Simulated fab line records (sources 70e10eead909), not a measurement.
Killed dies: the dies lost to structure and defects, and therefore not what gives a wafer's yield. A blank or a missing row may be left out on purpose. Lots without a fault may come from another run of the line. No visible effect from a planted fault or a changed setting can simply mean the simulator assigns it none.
Matching of chambers | flow nand-harc | rie-diel-10 running NHARC_P_GATE_DESCUM_31: 4 sister chambers
The step chemistry O2, time 3 s. 4 wafers are shown with their chamber, then 10 later ones without.

## WAFERS WITH THEIR CHAMBER
wafer  | chamber | showerhead-plenum-p-Torr (Torr)
L089.3 | 0       | 1.96
L092.3 | 3       | 1.84
L093.2 | 2       | 1.83
L093.5 | 1       | 1.91

## WAFERS WITHOUT THEIR CHAMBER
wafer  | showerhead-plenum-p-Torr (Torr)
L093.6 | 1.83
L095.2 | 1.91
L095.4 | 1.84
L095.6 | 1.84
L096.3 | 1.96
L096.4 | 1.91
L096.6 | 1.83
L097.2 | 1.96
L097.3 | 1.90
L097.5 | 1.83

## CHAMBER TAKEN BY EACH
wafer  | from the rows above | in truth
L093.6 | 2                   | 2
L095.2 | 1                   | 1
L095.4 | 3                   | 3
L095.6 | 3                   | 3
L096.3 | 0                   | 0
L096.4 | 1                   | 1
L096.6 | 2                   | 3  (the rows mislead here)
L097.2 | 0                   | 0
L097.3 | 1                   | 1
L097.5 | 2                   | 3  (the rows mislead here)
Correctly placed: 8 of 10. Number that these rows cannot place: 0. Placed wrongly: 2.
How it was worked out, from the rows above alone: a wafer's distance from a chamber is the root of the sum, over the readings, of the square of ((its reading less the chamber's mean) divided by the reading's scatter). The wafer belongs to the nearest chamber; if the next one is less than 2 further off, it can't be placed. A chamber's mean is the mean of its shown wafers. The scatter: root of mean squared gap, hidden wafer to nearest shown wafer, with one shown wafer a chamber.
